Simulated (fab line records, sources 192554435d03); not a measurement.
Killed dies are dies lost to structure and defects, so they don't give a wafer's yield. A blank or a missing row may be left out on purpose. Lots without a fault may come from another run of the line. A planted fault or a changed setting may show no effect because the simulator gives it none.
fab line records | flow n5_finfet
record lots=24 wafers=72 last_day=17
route steps=1938 shown SD_EPI_P@303 SDB@356 DUMMY_REMOVAL@378 HKMG_FIN@387
lots that met no fault: from a run of the same line without faults
start_h: hours from the record's first day to the start of the lot's first wafer shown | wait_h: hours since the lot's step before | " the same as in the row above | L1.1+2: a row that stands for several wafers | - no value, or no start given | * or withheld: withheld | < > ~ a bound
route shown NAME@n: a module of which the file shows steps, and the number in the route of the first | usual: mean/standard deviation of fault-free wafers | same: alike in all rows | chamber/n: place in a boat | sites: the reading at each site | _std_site: their standard deviation | _edge_site: outer sites' mean less inner sites' | radius_mm: how far each site lies from the wafer's centre | mask NAME#n: copy n | behind: the tool/chamber that last shaped the wafer | hold: why the lot was held/for how many hours/how that ended | device: the transistor (n, p or np) that didn't switch | end of line: the same wafers' tests at the end of the route | a step without rows: its recipe alone | killed: dies lost to structure and defects at the first sort, not the wafer's yield | map: a wafer's dies, x killed, . not, _ none there
set.NAME: the setting as run; set.NAME@STEP: as run at that earlier step | model.NAME: the simulator's own value behind a step, which no gauge read
steps of the route over a sample of lots; a table a step, a row a wafer
services: from which hour (start_h, from the record's first day; less than 0 if before it) a tool's chamber was out of use, for how many hours, and why
## steps
# step N5_SD_EPI_P_CD_MEAS_09
# recipe target_cd_nm=240 landing_energy_ev=500 detector=se_inlens
# usual cd_nm=240.2/0.68
# columns lot.wafer tool chamber start_h wait_h cd_nm
L074.3 cd_sem-03 0 52.90 - 241.1
L074.4 " 0 " " 241.5
L074.5 " 0 " " 239.9
L075.1 cd_sem-03 0 60.79 - 240.0
L075.2 " 0 " " 239.1
L075.3 " 0 " " 238.8
L076.2 cd_sem-02 0 66.44 - 239.8
L076.3 " 0 " " 240.5
L076.6 " 0 " " 239.1
L077.1 cd_sem-02 0 74.36 - 240.8
L077.3 " 0 " " 240.1
L077.6 " 0 " " 239.7
L078.1 cd_sem-02 0 77.11 - 240.3
L078.5 " 0 " " 240.4
L078.6 " 0 " " 240.7
L079.3 cd_sem-01 0 84.99 - 239.6
L079.4 " 0 " " 240.1
L079.5 " 0 " " 240.7
L080.2 cd_sem-02 0 90.18 - 240.5
L080.4 " 0 " " 240.7
L080.6 " 0 " " 240.2
L081.2 cd_sem-01 0 95.96 - 239.6
L081.3 " 0 " " 239.4
L081.4 " 0 " " 238.7
L082.2 cd_sem-01 0 102.04 - 240.6
L082.3 " 0 " " 238.7
L082.6 " 0 " " 241.3
L083.1 cd_sem-02 0 108.22 - 241.0
L083.4 " 0 " " 239.8
L083.5 " 0 " " 240.3
L084.1 cd_sem-01 0 118.08 - 239.8
L084.3 " 0 " " 240.0
L084.6 " 0 " " 240.9
L085.2 cd_sem-02 0 121.39 - 240.0
L085.3 " 0 " " 240.0
L085.6 " 0 " " 241.3
L086.1 cd_sem-02 0 128.76 - 240.5
L086.3 " 0 " " 241.4
L086.4 " 0 " " 241.6
L087.1 cd_sem-03 0 135.92 - 240.1
L087.2 " 0 " " 240.0
L087.3 " 0 " " 238.9
L088.1 cd_sem-02 0 139.01 - 240.4
L088.4 " 0 " " 240.5
L088.5 " 0 " " 240.9
L089.2 cd_sem-02 0 144.38 - 240.2
L089.5 " 0 " " 239.2
L089.6 " 0 " " 239.9
L090.2 cd_sem-03 0 149.32 - 239.9
L090.3 " 0 " " 240.3
L090.5 " 0 " " 240.7
L091.1 cd_sem-03 0 156.47 - 239.4
L091.3 " 0 " " 239.9
L091.5 " 0 " " 239.8
L092.2 cd_sem-02 0 163.21 - 240.6
L092.4 " 0 " " 239.8
L092.5 " 0 " " 240.3
L093.3 cd_sem-02 0 167.07 - 241.0
L093.5 " 0 " " 239.2
L093.6 " 0 " " 240.0
L094.2 cd_sem-03 0 172.25 - 241.2
L094.4 " 0 " " 241.2
L094.6 " 0 " " 241.5
L095.1 cd_sem-03 0 180.69 - 240.5
L095.2 " 0 " " 239.6
L095.4 " 0 " " 240.5
L096.1 cd_sem-01 0 187.00 - 239.4
L096.5 " 0 " " 239.3
L096.6 " 0 " " 239.7
L097.2 cd_sem-01 0 192.01 - 240.1
L097.5 " 0 " " 241.6
L097.6 " 0 " " 240.0
# step N5_SDB_CD_MEAS_11
# recipe target_cd_nm=50 landing_energy_ev=500 detector=se_inlens polarity=opening
# usual cd_nm=50.5/1.5
# columns lot.wafer tool chamber start_h wait_h cd_nm
L074.3 cd_sem-03 0 66.20 - 48.1
L074.4 " 0 " " 51.3
L074.5 " 0 " " 51.2
L075.1 cd_sem-02 0 76.13 - 47.0
L075.2 " 0 " " 50.2
L075.3 " 0 " " 46.9
L076.2 cd_sem-02 0 78.56 - 51.6
L076.3 " 0 " " 47.3
L076.6 " 0 " " 50.1
L077.1 cd_sem-01 0 87.84 - 51.6
L077.3 " 0 " " 51.3
L077.6 " 0 " " 51.0
L078.1 cd_sem-02 0 89.25 - 51.2
L078.5 " 0 " " 50.7
L078.6 " 0 " " 50.7
L079.3 cd_sem-03 0 97.18 - 50.6
L079.4 " 0 " " 52.0
L079.5 " 0 " " 50.7
L080.2 cd_sem-01 0 101.62 - 49.8
L080.4 " 0 " " 50.5
L080.6 " 0 " " 50.1
L081.2 cd_sem-02 0 107.16 - 49.9
L081.3 " 0 " " 49.5
L081.4 " 0 " " 47.9
L082.2 cd_sem-03 0 114.32 - 50.8
L082.3 " 0 " " 50.7
L082.6 " 0 " " 51.9
L083.1 cd_sem-01 0 120.95 - 52.1
L083.4 " 0 " " 50.9
L083.5 " 0 " " 54.0
L084.1 cd_sem-02 0 129.42 - 51.0
L084.3 " 0 " " 50.9
L084.6 " 0 " " 51.6
L085.2 cd_sem-01 0 132.75 - 53.3
L085.3 " 0 " " 51.2
L085.6 " 0 " " 51.5
L086.1 cd_sem-01 0 140.43 - 49.1
L086.3 " 0 " " 49.6
L086.4 " 0 " " 50.4
L087.1 cd_sem-01 0 147.49 - 49.2
L087.2 " 0 " " 49.2
L087.3 " 0 " " 50.3
L088.1 cd_sem-02 0 150.73 - 51.8
L088.4 " 0 " " 51.0
L088.5 " 0 " " 50.5
L089.2 cd_sem-01 0 158.97 - 52.4
L089.5 " 0 " " 50.3
L089.6 " 0 " " 53.6
L090.2 cd_sem-02 0 160.84 - 50.5
L090.3 " 0 " " 51.1
L090.5 " 0 " " 49.0
L091.1 cd_sem-01 0 167.66 - 50.8
L091.3 " 0 " " 51.2
L091.5 " 0 " " 50.4
L092.2 cd_sem-02 0 174.99 - 51.7
L092.4 " 0 " " 51.7
L092.5 " 0 " " 51.2
L093.3 cd_sem-02 0 178.38 - 49.2
L093.5 " 0 " " 49.6
L093.6 " 0 " " 49.4
L094.2 cd_sem-02 0 183.99 - 52.3
L094.4 " 0 " " 50.4
L094.6 " 0 " " 48.3
L095.1 cd_sem-02 0 192.69 - 49.0
L095.2 " 0 " " 50.1
L095.4 " 0 " " 52.7
L096.1 cd_sem-01 0 199.22 - 50.7
L096.5 " 0 " " 51.1
L096.6 " 0 " " 52.9
L097.2 cd_sem-03 0 203.77 - 46.9
L097.5 " 0 " " 51.0
L097.6 " 0 " " 51.9
# step N5_DUMMY_REMOVAL_STRIP_10
# recipe chemistry=N2/H2 time_s=40 power_w=100 temp_c=40 pressure_mtorr=100 rf_frequency_hz=6e+07 bias_power_w=3 n2_flow_sccm=300 h2_flow_sccm=300
# usual drypump_motor_current_A=5.7/0.38 oes_product_au=0.80/0.091 rf_vpp_V=45.5/0.88 showerhead_plenum_p_Torr=3.43/0.086 throttle_valve_pct=12.07/0.26
# columns lot.wafer tool chamber start_h wait_h drypump_motor_current_A oes_product_au rf_hours_counter_h rf_vpp_V showerhead_plenum_p_Torr throttle_valve_pct
L074.3 rie_diel-04 1 70.38 0.0 5.0 0.79 128 44.6 3.55 12.04
L074.4 " 0 " " 5.5 0.79 135 47.9 3.51 12.07
L074.5 " 3 " " 6.1 0.87 - 45.3 3.38 11.58
L075.1 rie_diel-04 3 80.48 0.0 6.1 0.85 80 44.6 3.38 11.59
L075.2 " 0 " " 5.5 0.77 137 45.0 3.51 12.09
L075.3 " 1 " " 5.0 0.79 130 46.2 3.55 12.04
L076.2 rie_diel-04 2 82.59 0.0 6.0 0.70 227 46.1 3.45 12.57
L076.3 " 1 " " 5.0 0.78 131 46.0 3.55 12.03
L076.6 " 3 " " 6.1 0.86 - 45.1 3.38 11.61
L077.1 rie_diel-01 0 92.91 0.0 5.6 0.71 212 45.2 3.32 12.25
L077.3 " 1 " " 5.7 0.90 31 44.8 3.58 12.13
L077.6 " 1 " " 5.7 0.91 - 45.5 3.58 12.15
L078.1 rie_diel-01 3 94.11 0.0 6.2 0.67 235 44.6 3.35 12.36
L078.5 " 1 " " 5.8 0.90 - 45.9 3.58 12.14
L078.6 " 2 " " 5.8 0.94 - 44.3 3.31 12.07
L079.3 rie_diel-05 0 101.56 0.0 5.0 0.72 187 47.1 3.49 12.17
L079.4 " 3 " " 5.8 0.72 - 45.1 3.44 12.02
L079.5 " 0 " " 5.0 0.73 - 46.3 3.49 12.14
L080.2 rie_diel-04 2 105.67 0.0 6.0 0.69 235 45.4 3.45 12.58
L080.4 " 1 " " 5.0 0.78 139 44.7 3.55 12.06
L080.6 " 0 " " 5.4 0.76 - 45.4 3.50 12.11
L081.2 rie_diel-01 3 111.80 0.0 6.2 0.67 240 43.9 3.34 12.35
L081.3 " 1 " " 5.7 0.89 36 45.8 3.58 12.15
L081.4 " 0 " " 5.6 0.70 216 46.2 3.32 12.26
L082.2 rie_diel-01 0 120.76 0.0 5.6 0.69 219 45.9 3.32 12.26
L082.3 " 2 " " 5.8 0.92 20 45.9 3.30 12.08
L082.6 " 3 " " 6.2 0.66 - 44.7 3.34 12.38
L083.1 rie_diel-05 2 125.15 0.0 5.7 0.99 4 45.2 3.44 11.80
L083.4 " 3 " " 5.8 0.72 242 46.2 3.44 12.02
L083.5 " 1 " " 5.6 0.91 - 44.4 3.44 11.98
L084.1 rie_diel-05 1 133.64 0.0 5.6 0.89 28 43.1 3.44 11.98
L084.3 " 0 " " 5.0 0.73 199 45.8 3.49 12.18
L084.6 " 1 " " 5.6 0.90 - 44.9 3.44 11.97
L085.2 rie_diel-01 3 136.88 0.0 6.2 0.67 248 46.5 3.34 12.39
L085.3 " 0 " " 5.6 0.68 225 45.7 3.31 12.27
L085.6 " 1 " " 5.7 0.88 - 45.4 3.58 12.17
L086.1 rie_diel-04 0 145.17 0.0 5.4 0.76 158 45.6 3.49 12.13
L086.3 " 3 " " 6.1 0.83 101 44.4 3.37 11.66
L086.4 " 3 " " 6.1 0.83 - 45.9 3.37 11.64
L087.1 rie_diel-05 1 151.50 0.0 5.6 0.90 34 45.3 3.44 11.99
L087.2 " 2 " " 5.7 0.95 13 46.1 3.43 11.81
L087.3 " 3 " " 5.8 0.71 250 46.2 3.43 12.05
L088.1 rie_diel-01 2 154.79 0.0 5.8 0.90 31 42.8 3.30 12.11
L088.4 " 0 " " 5.7 0.69 - 45.1 3.31 12.29
L088.5 " 1 " " 5.7 0.87 - 45.5 3.57 12.19
L089.2 rie_diel-04 2 163.11 0.0 6.1 0.68 249 44.9 3.44 12.62
L089.5 " 0 " " 5.4 0.76 - 45.9 3.49 12.17
L089.6 " 1 " " 5.0 0.75 - 46.6 3.53 12.11
L090.2 rie_diel-04 3 164.85 0.0 6.1 0.83 107 47.0 3.37 11.68
L090.3 " 2 " " 6.1 0.69 250 45.2 3.44 12.62
L090.5 " 2 " " 6.0 0.69 - 45.5 3.44 12.62
L091.1 rie_diel-04 1 171.75 0.0 4.9 0.77 162 45.2 3.53 12.13
L091.3 " 0 " " 5.5 0.76 167 45.5 3.49 12.17
L091.5 " 0 " " 5.5 0.76 - 45.1 3.49 12.17
L092.2 rie_diel-01 1 180.49 0.0 5.8 0.86 61 47.5 3.57 12.21
L092.4 " 2 " " 5.8 0.88 40 44.3 3.29 12.13
L092.5 " 2 " " 5.8 0.89 - 44.7 3.29 12.16
L093.3 rie_diel-04 1 184.27 0.0 5.0 0.76 164 46.4 3.53 12.12
L093.5 " 0 " " 5.4 0.75 - 46.3 3.49 12.16
L093.6 " 1 " " 4.9 0.76 - 46.6 3.53 12.12
L094.2 rie_diel-01 3 190.09 0.0 6.2 0.92 7 46.3 3.34 11.80
L094.4 " 2 " " 5.8 0.88 43 45.1 3.29 12.15
L094.6 " 0 " " 5.7 0.68 - 44.8 3.30 12.33
L095.1 rie_diel-04 0 196.77 0.0 5.5 0.76 176 45.8 3.48 12.18
L095.2 " 1 " " 4.9 0.76 169 45.0 3.53 12.12
L095.4 " 3 " " 6.1 0.83 119 46.1 3.36 11.71
L096.1 rie_diel-05 1 203.23 0.0 5.6 0.87 50 45.8 3.43 12.04
L096.5 " 3 " " 5.8 0.90 - 46.2 3.43 11.44
L096.6 " 2 " " 5.7 0.91 - 46.4 3.42 11.86
L097.2 rie_diel-05 2 208.52 0.0 5.7 0.89 32 44.6 3.42 11.86
L097.5 " 0 " " 5.0 0.69 - 45.7 3.47 12.24
L097.6 " 3 " " 5.8 0.88 - 45.0 3.43 11.45
# step N5_HKMG_FIN_HK_ANNEAL_02
# recipe temp_c=700 time_s=30 ambient=N2 idle_temp_c=600 ramp_up_c_per_s=150 ramp_down_c_per_s=60 cool_to_c=600
# usual lamp_power_pct=8.80/0.058 wafer_temp_C_max=702.9/0.71
# columns lot.wafer tool chamber start_h wait_h lamp_power_pct wafer_temp_C_max
L074.3 rtp_anneal-02 0 71.16 0.2 8.78 702.5
L074.4 " 0 " " 8.79 702.5
L074.5 " 0 " " 8.92 702.5
L075.1 rtp_anneal-01 0 81.36 0.1 8.72 703.7
L075.2 " 0 " " 8.86 703.4
L075.3 " 0 " " 8.81 702.7
L076.2 rtp_anneal-02 0 83.36 0.1 8.78 702.2
L076.3 " 0 " " 8.88 702.4
L076.6 " 0 " " 8.77 703.1
L077.1 rtp_anneal-02 0 93.68 0.2 8.76 702.9
L077.3 " 0 " " 8.75 702.6
L077.6 " 0 " " 8.74 702.3
L078.1 rtp_anneal-02 0 94.81 0.1 8.78 703.2
L078.5 " 0 " " 8.73 701.2
L078.6 " 0 " " 8.72 704.0
L079.3 rtp_anneal-02 0 102.47 0.3 8.82 702.1
L079.4 " 0 " " 8.77 703.7
L079.5 " 0 " " 8.83 702.8
L080.2 rtp_anneal-01 0 106.40 0.1 8.72 702.1
L080.4 " 0 " " 8.76 702.4
L080.6 " 0 " " 8.84 702.5
L081.2 rtp_anneal-01 0 112.63 0.2 8.79 702.9
L081.3 " 0 " " 8.82 703.5
L081.4 " 0 " " 8.83 703.4
L082.2 rtp_anneal-02 0 121.50 0.1 8.84 702.1
L082.3 " 0 " " 8.81 702.0
L082.6 " 0 " " 8.76 702.3
L083.1 rtp_anneal-01 0 126.04 0.3 8.79 701.3
L083.4 " 0 " " 8.84 702.6
L083.5 " 0 " " 8.68 703.2
L084.1 rtp_anneal-02 0 134.34 0.1 8.80 703.2
L084.3 " 0 " " 8.77 702.4
L084.6 " 0 " " 8.97 701.8
L085.2 rtp_anneal-01 0 137.61 0.1 8.88 702.0
L085.3 " 0 " " 8.68 702.7
L085.6 " 0 " " 8.84 702.3
L086.1 rtp_anneal-01 0 145.88 0.1 8.74 703.7
L086.3 " 0 " " 8.79 704.8
L086.4 " 0 " " 8.83 702.3
L087.1 rtp_anneal-01 0 152.21 0.1 8.74 702.1
L087.2 " 0 " " 8.70 702.9
L087.3 " 0 " " 8.73 702.5
L088.1 rtp_anneal-02 0 155.50 0.1 8.75 702.4
L088.4 " 0 " " 8.89 703.3
L088.5 " 0 " " 8.79 703.3
L089.2 rtp_anneal-02 0 163.85 0.1 8.77 702.2
L089.5 " 0 " " 8.81 704.2
L089.6 " 0 " " 8.85 703.1
L090.2 rtp_anneal-01 0 165.59 0.1 8.79 704.0
L090.3 " 0 " " 8.75 702.4
L090.5 " 0 " " 8.76 702.2
L091.1 rtp_anneal-01 0 172.70 0.3 8.70 701.9
L091.3 " 0 " " 8.86 703.5
L091.5 " 0 " " 8.87 702.2
L092.2 rtp_anneal-02 0 181.23 0.1 8.79 702.6
L092.4 " 0 " " 8.76 703.7
L092.5 " 0 " " 8.86 703.9
L093.3 rtp_anneal-01 0 185.07 0.2 8.78 703.2
L093.5 " 0 " " 8.88 701.8
L093.6 " 0 " " 8.81 704.1
L094.2 rtp_anneal-02 0 190.84 0.1 8.79 702.1
L094.4 " 0 " " 8.84 702.6
L094.6 " 0 " " 8.84 702.6
L095.1 rtp_anneal-02 0 197.48 0.1 8.75 703.9
L095.2 " 0 " " 8.82 702.5
L095.4 " 0 " " 8.78 703.6
L096.1 rtp_anneal-01 0 204.03 0.2 8.82 702.1
L096.5 " 0 " " 8.85 703.2
L096.6 " 0 " " 8.86 703.0
L097.2 rtp_anneal-02 0 209.46 0.2 8.86 701.2
L097.5 " 0 " " 8.70 703.4
L097.6 " 0 " " 8.78 703.9
# step N5_HKMG_FIN_DESCUM_53
# recipe chemistry=O2 time_s=7.9 source_power_w=50 bias_power_w=20 pressure_mtorr=20 rf_frequency_hz=2.712e+07 temp_c=40 resist=CAR-ArF o2_flow_sccm=225
# usual drypump_motor_current_A=5.57/0.3 oes_product_au=0.79/0.088 rf_vpp_V=242.9/1.3 showerhead_plenum_p_Torr=2.06/0.057 throttle_valve_pct=20.41/0.24
# columns lot.wafer tool chamber start_h wait_h drypump_motor_current_A oes_product_au rf_hours_counter_h rf_vpp_V showerhead_plenum_p_Torr throttle_valve_pct
L074.3 rie_diel-03 2 72.13 0.1 5.72 0.98 8 245.6 2.13 20.11
L074.4 " 3 " " 5.88 0.78 126 242.8 2.06 20.04
L074.5 " 0 " " 5.10 0.72 - 245.3 2.17 20.28
L075.1 rie_diel-06 3 82.36 0.0 5.94 0.71 183 242.0 2.00 20.61
L075.2 " 1 " " 5.41 0.99 0 243.4 2.15 20.27
L075.3 " 0 " " 6.02 0.93 8 243.5 2.05 20.13
L076.2 rie_diel-03 3 84.35 0.1 5.90 0.78 131 243.8 2.06 20.02
L076.3 " 2 " " 5.70 0.96 12 243.6 2.13 20.12
L076.6 " 1 " " 5.24 0.83 - 241.5 2.06 20.46
L077.1 rie_diel-03 0 94.52 0.0 5.09 0.71 207 243.3 2.17 20.30
L077.3 " 3 " " 5.97 0.77 134 241.8 2.06 20.04
L077.6 " 2 " " 5.69 0.95 - 245.5 2.13 20.12
L078.1 rie_diel-02 0 95.77 0.3 5.70 0.74 180 242.4 1.97 20.42
L078.5 " 3 " " 5.75 0.70 - 242.2 2.06 20.72
L078.6 " 2 " " 5.72 0.73 - 241.5 2.06 20.50
L079.3 rie_diel-02 3 103.38 0.2 5.76 0.68 243 240.5 2.06 20.73
L079.4 " 2 " " 5.70 0.73 182 245.1 2.06 20.52
L079.5 " 0 " " 5.69 0.73 - 242.2 1.97 20.43
L080.2 rie_diel-02 2 107.22 0.0 5.67 0.73 183 243.3 2.06 20.52
L080.4 " 3 " " 5.74 0.69 245 242.4 2.06 20.72
L080.6 " 0 " " 5.68 0.74 - 241.4 1.97 20.43
L081.2 rie_diel-06 1 113.73 0.4 5.42 0.93 13 245.4 2.14 20.29
L081.3 " 2 " " 5.53 0.87 54 243.6 2.12 20.30
L081.4 " 0 " " 6.03 0.91 14 242.9 2.05 20.13
L082.2 rie_diel-03 1 122.50 0.3 5.22 0.82 94 243.5 2.05 20.48
L082.3 " 3 " " 5.86 0.77 144 243.9 2.05 20.05
L082.6 " 2 " " 5.70 0.94 - 244.5 2.12 20.15
L083.1 rie_diel-03 1 126.89 0.0 5.21 0.82 95 242.6 2.05 20.47
L083.4 " 3 " " 5.92 0.76 146 243.9 2.05 20.06
L083.5 " 3 " " 5.90 0.76 - 242.7 2.05 20.05
L084.1 rie_diel-06 3 135.20 0.2 5.93 0.70 204 240.5 1.99 20.63
L084.3 " 1 " " 5.39 0.92 20 244.6 2.14 20.30
L084.6 " 2 " " 5.55 0.87 - 242.2 2.11 20.30
L085.2 rie_diel-02 2 138.43 0.0 5.66 0.72 197 242.5 2.06 20.53
L085.3 " 0 " " 5.68 0.73 199 239.7 1.96 20.47
L085.6 " 2 " " 5.72 0.72 - 242.5 2.05 20.54
L086.1 rie_diel-02 2 146.73 0.0 5.71 0.71 202 242.9 2.05 20.57
L086.3 " 1 " " 5.25 0.76 - 241.9 2.01 20.89
L086.4 " 2 " " 5.69 0.71 - 242.7 2.05 20.56
L087.1 rie_diel-03 0 153.31 0.3 5.11 0.69 228 244.3 2.16 20.34
L087.2 " 2 " " 5.69 0.92 35 242.9 2.12 20.15
L087.3 " 1 " " 5.23 0.80 103 241.8 2.05 20.47
L088.1 rie_diel-03 2 156.56 0.2 5.70 0.91 37 244.5 2.12 20.16
L088.4 " 3 " " 5.89 0.74 156 243.2 2.05 20.08
L088.5 " 3 " " 5.88 0.74 - 244.0 2.05 20.06
L089.2 rie_diel-02 3 164.67 0.0 5.75 0.96 6 242.3 2.06 20.35
L089.5 " 1 " " 5.20 0.75 - 242.2 2.01 20.89
L089.6 " 0 " " 5.69 0.72 - 241.2 1.96 20.46
L090.2 rie_diel-03 0 166.28 0.0 5.09 0.69 232 244.1 2.16 20.33
L090.3 " 1 " " 5.21 0.81 107 242.0 2.05 20.49
L090.5 " 2 " " 5.71 0.91 - 245.0 2.12 20.15
L091.1 rie_diel-06 1 173.56 0.0 5.41 0.87 35 243.9 2.13 20.33
L091.3 " 0 " " 6.08 0.86 36 242.7 2.04 20.16
L091.5 " 0 " " 6.05 0.86 - 243.2 2.04 20.17
L092.2 rie_diel-02 2 183.84 1.8 5.67 0.70 217 243.6 2.05 20.56
L092.4 " 0 " " 5.70 0.70 216 240.2 1.96 20.47
L092.5 " 1 " " 5.17 0.75 - 241.7 2.01 20.92
L093.3 rie_diel-02 3 186.52 0.7 5.74 0.94 14 243.7 2.06 20.37
L093.5 " 1 " " 5.22 0.75 - 242.7 2.01 20.93
L093.6 " 2 " " 5.69 0.70 - 242.8 2.05 20.58
L094.2 rie_diel-06 3 191.65 0.0 5.92 0.68 219 241.1 1.98 20.65
L094.4 " 1 " " 5.42 0.88 37 243.5 2.13 20.32
L094.6 " 2 " " 5.56 0.85 - 243.3 2.11 20.32
L095.1 rie_diel-03 1 198.26 0.1 5.22 0.79 121 242.9 2.04 20.51
L095.2 " 3 " " 5.94 0.74 173 242.1 2.04 20.08
L095.4 " 0 " " 5.08 0.68 246 243.4 2.15 20.37
L096.1 rie_diel-02 2 205.00 0.2 5.71 0.70 225 241.8 2.05 20.59
L096.5 " 3 " " 5.75 0.92 - 242.7 2.05 20.39
L096.6 " 2 " " 5.71 0.70 - 241.5 2.05 20.59
L097.2 rie_diel-03 0 210.27 0.0 5.11 0.69 250 244.6 2.15 20.38
L097.5 " 1 " " 5.22 0.79 - 242.6 2.04 20.50
L097.6 " 0 " " 5.10 0.68 - 244.9 2.15 20.38
# step N5_HKMG_FIN_ETCH_55
# recipe chemistry=N2/H2 target=SOC target_depth_a=2400 temp_c=40 time_s=300 ion_energy_ev=200 mask_material=SiARC pressure_mtorr=30 source_w=840 bias_w=150 n2_flow_sccm=200 h2_flow_sccm=200
# usual drypump_motor_current_A=5.57/0.3 oes_product_au=0.79/0.086 rf_vpp_V=523.2/2.3 showerhead_plenum_p_Torr=2.52/0.068 throttle_valve_pct=17.9/0.33
# columns lot.wafer tool chamber start_h wait_h drypump_motor_current_A oes_product_au rf_hours_counter_h rf_vpp_V showerhead_plenum_p_Torr throttle_valve_pct
L074.3 rie_diel-03 2 72.23 0.0 5.70 0.95 8 525.4 2.58 17.4
L074.4 " 3 " " 5.93 0.75 126 526.3 2.55 17.7
L074.5 " 0 " " 5.09 0.73 - 527.8 2.64 17.7
L075.1 rie_diel-06 3 82.45 0.0 5.93 0.72 183 518.0 2.42 17.9
L075.2 " 1 " " 5.41 1.02 0 525.8 2.61 17.6
L075.3 " 0 " " 6.05 0.90 8 522.2 2.48 17.4
L076.2 rie_diel-03 3 84.45 0.0 5.91 0.75 131 522.9 2.54 17.7
L076.3 " 2 " " 5.71 0.93 12 526.6 2.58 17.4
L076.6 " 1 " " 5.20 0.83 - 521.8 2.44 17.5
L077.1 rie_diel-03 0 94.61 0.0 5.11 0.72 207 527.3 2.63 17.7
L077.3 " 3 " " 5.92 0.74 135 523.0 2.54 17.7
L077.6 " 2 " " 5.72 0.93 - 526.7 2.58 17.4
L078.1 rie_diel-02 0 95.86 0.0 5.70 0.72 180 520.0 2.46 18.3
L078.5 " 3 " " 5.73 0.69 - 522.5 2.53 18.4
L078.6 " 2 " " 5.70 0.74 - 524.5 2.52 18.1
L079.3 rie_diel-02 3 103.47 0.0 5.77 0.69 243 522.9 2.53 18.4
L079.4 " 2 " " 5.70 0.74 182 522.7 2.52 18.1
L079.5 " 0 " " 5.71 0.73 - 519.7 2.46 18.3
L080.2 rie_diel-02 2 107.31 0.0 5.73 0.75 183 523.8 2.52 18.1
L080.4 " 3 " " 5.74 0.69 245 522.8 2.53 18.4
L080.6 " 0 " " 5.69 0.73 - 520.7 2.46 18.3
L081.2 rie_diel-06 1 113.82 0.0 5.41 0.96 13 524.9 2.61 17.6
L081.3 " 2 " " 5.53 0.90 54 524.9 2.60 18.0
L081.4 " 0 " " 5.99 0.90 14 521.2 2.48 17.5
L082.2 rie_diel-03 1 122.59 0.0 5.22 0.81 94 521.6 2.43 17.5
L082.3 " 3 " " 5.92 0.73 144 523.6 2.54 17.8
L082.6 " 2 " " 5.71 0.91 - 526.0 2.57 17.4
L083.1 rie_diel-03 1 126.98 0.0 5.19 0.81 95 521.2 2.43 17.5
L083.4 " 3 " " 5.92 0.73 146 525.0 2.54 17.7
L083.5 " 3 " " 5.91 0.73 - 524.7 2.54 17.7
L084.1 rie_diel-06 3 135.29 0.0 5.96 0.71 204 519.4 2.41 18.0
L084.3 " 1 " " 5.43 0.94 20 526.0 2.60 17.7
L084.6 " 2 " " 5.53 0.88 - 527.1 2.60 18.0
L085.2 rie_diel-02 2 138.52 0.0 5.70 0.73 197 523.8 2.52 18.1
L085.3 " 0 " " 5.69 0.72 199 520.1 2.45 18.4
L085.6 " 2 " " 5.68 0.73 - 522.8 2.52 18.1
L086.1 rie_diel-02 2 146.86 0.1 5.69 0.72 202 524.6 2.51 18.1
L086.3 " 1 " " 5.21 0.77 - 523.2 2.46 18.3
L086.4 " 2 " " 5.70 0.72 - 524.2 2.51 18.1
L087.1 rie_diel-03 0 153.40 0.0 5.11 0.70 228 526.7 2.63 17.8
L087.2 " 2 " " 5.69 0.90 35 525.2 2.57 17.5
L087.3 " 1 " " 5.22 0.81 103 520.9 2.43 17.5
L088.1 rie_diel-03 2 156.65 0.0 5.71 0.89 37 525.7 2.57 17.4
L088.4 " 3 " " 5.93 0.72 157 524.2 2.53 17.7
L088.5 " 3 " " 5.91 0.72 - 523.2 2.53 17.8
L089.2 rie_diel-02 3 164.76 0.0 5.74 0.96 6 523.9 2.52 18.0
L089.5 " 1 " " 5.23 0.76 - 521.9 2.45 18.3
L089.6 " 0 " " 5.70 0.71 - 519.5 2.45 18.4
L090.2 rie_diel-03 0 166.37 0.0 5.09 0.70 232 525.2 2.62 17.8
L090.3 " 1 " " 5.23 0.79 107 521.4 2.42 17.5
L090.5 " 2 " " 5.71 0.90 - 525.6 2.57 17.5
L091.1 rie_diel-06 1 173.65 0.0 5.41 0.91 35 524.8 2.60 17.7
L091.3 " 0 " " 6.02 0.84 37 522.6 2.47 17.5
L091.5 " 0 " " 6.03 0.85 - 521.4 2.47 17.5
L092.2 rie_diel-02 2 183.93 0.0 5.65 0.71 217 522.6 2.51 18.2
L092.4 " 0 " " 5.69 0.70 216 520.1 2.45 18.4
L092.5 " 1 " " 5.24 0.74 - 521.6 2.45 18.3
L093.3 rie_diel-02 3 186.61 0.0 5.77 0.95 14 522.0 2.52 18.0
L093.5 " 1 " " 5.20 0.75 - 521.1 2.45 18.3
L093.6 " 2 " " 5.72 0.72 - 522.8 2.51 18.2
L094.2 rie_diel-06 3 191.74 0.0 5.92 0.69 219 520.6 2.40 18.0
L094.4 " 1 " " 5.41 0.89 37 525.3 2.60 17.7
L094.6 " 2 " " 5.54 0.86 - 524.6 2.59 18.0
L095.1 rie_diel-03 1 198.35 0.0 5.23 0.79 121 521.2 2.42 17.5
L095.2 " 3 " " 5.93 0.72 173 523.1 2.53 17.8
L095.4 " 0 " " 5.10 0.70 246 526.6 2.62 17.8
L096.1 rie_diel-02 2 205.09 0.0 5.68 0.71 225 523.3 2.50 18.2
L096.5 " 3 " " 5.76 0.93 - 522.4 2.52 18.0
L096.6 " 2 " " 5.67 0.71 - 524.9 2.50 18.2
L097.2 rie_diel-03 0 210.37 0.0 5.07 0.69 250 524.3 2.62 17.8
L097.5 " 1 " " 5.24 0.77 - 520.5 2.42 17.5
L097.6 " 0 " " 5.09 0.69 - 526.2 2.62 17.8
## services
# columns tool chamber start_h hours kind
rie_diel-05 0 48.06 8.5 repair
rie_diel-04 3 51.82 4.5 repair
rie_diel-03 - 61.54 5.7 repair
rie_diel-02 0 68.45 6.2 repair
rie_diel-01 2 78.79 3.0 repair
rie_diel-02 - 91.15 2.8 pm
rie_diel-06 0 91.22 16.7 repair
rie_diel-01 - 100.88 0.9 repair
rie_diel-02 1 112.26 2.7 repair
rie_diel-02 3 116.22 - clean
rie_diel-02 3 116.22 - consumable_replace:focus_ring
rie_diel-02 3 116.22 31.6 scheduled_down
rie_diel-04 0 135.51 2.6 repair
rie_diel-04 2 137.67 9.0 repair
rie_diel-06 3 143.16 8.3 repair
rie_diel-05 3 154.00 3.5 repair
rie_diel-04 - 156.29 1.1 repair
rie_diel-04 1 173.36 6.0 repair
rie_diel-06 - 174.34 14.6 pm
rie_diel-02 - 198.01 0.6 repair
rie_diel-05 - 200.69 1.2 repair
rie_diel-02 1 204.08 6.8 repair
rie_diel-04 3 204.29 12.3 repair
rie_diel-01 - 205.20 14.6 pm
## key
fault none
